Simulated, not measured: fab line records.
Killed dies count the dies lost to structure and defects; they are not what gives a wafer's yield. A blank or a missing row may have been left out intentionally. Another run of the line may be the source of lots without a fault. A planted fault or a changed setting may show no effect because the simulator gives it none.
Matching of chambers + flow n5-finfet + N5_BEOL_M0_SAQP_ETCH_106 on rie-diel-03: 4 sister chambers
The step etches SOC in N2/H2, stops on SiNx, target depth 150 nm. 4 wafers are shown with their chamber, then 12 later ones without.

== EACH WAFER AND ITS CHAMBER ==
| wafer  | chamber | drypump-motor-current-A (A) |
|--------|---------|-----------------------------|
| L084.4 | 2       | 5.7                         |
| L087.1 | 3       | 6.7                         |
| L087.4 | 0       | 5.3                         |
| L087.5 | 1       | 4.8                         |

== WAFERS MISSING THEIR CHAMBER ==
| wafer  | drypump-motor-current-A (A) |
|--------|-----------------------------|
| L088.2 | 6.6                         |
| L088.4 | 5.3                         |
| L088.6 | 6.6                         |
| L095.1 | 6.6                         |
| L095.4 | 5.7                         |
| L095.5 | 5.8                         |
| L096.1 | 6.6                         |
| L096.2 | 4.8                         |
| L096.3 | 5.8                         |
| L097.1 | 4.8                         |
| L097.2 | 5.3                         |
| L097.6 | 5.7                         |

== WHICH CHAMBER EACH ONE RAN IN ==
| wafer  | from the rows above | in truth |
|--------|---------------------|----------|
| L088.2 | 3                   | 3        |
| L088.4 | 0                   | 0        |
| L088.6 | 3                   | 3        |
| L095.1 | 3                   | 3        |
| L095.4 | 2                   | 2        |
| L095.5 | 2                   | 2        |
| L096.1 | 3                   | 3        |
| L096.2 | 1                   | 1        |
| L096.3 | 2                   | 2        |
| L097.1 | 1                   | 1        |
| L097.2 | 0                   | 0        |
| L097.6 | 2                   | 2        |
Correct placement for 12 of the 12. From these rows, 0 cannot be placed. Placed wrongly: 0.
How it was worked out, from the rows above alone: a wafer's distance from a chamber is the root of the sum, over the readings, of the square of ((its reading less the chamber's mean) divided by the reading's scatter). The wafer belongs to the nearest chamber; if the next one is less than 2 further off, it can't be placed. The mean given for a chamber averages the wafers shown for that chamber. The scatter: root of mean squared gap, hidden wafer to nearest shown wafer, with one shown wafer a chamber.
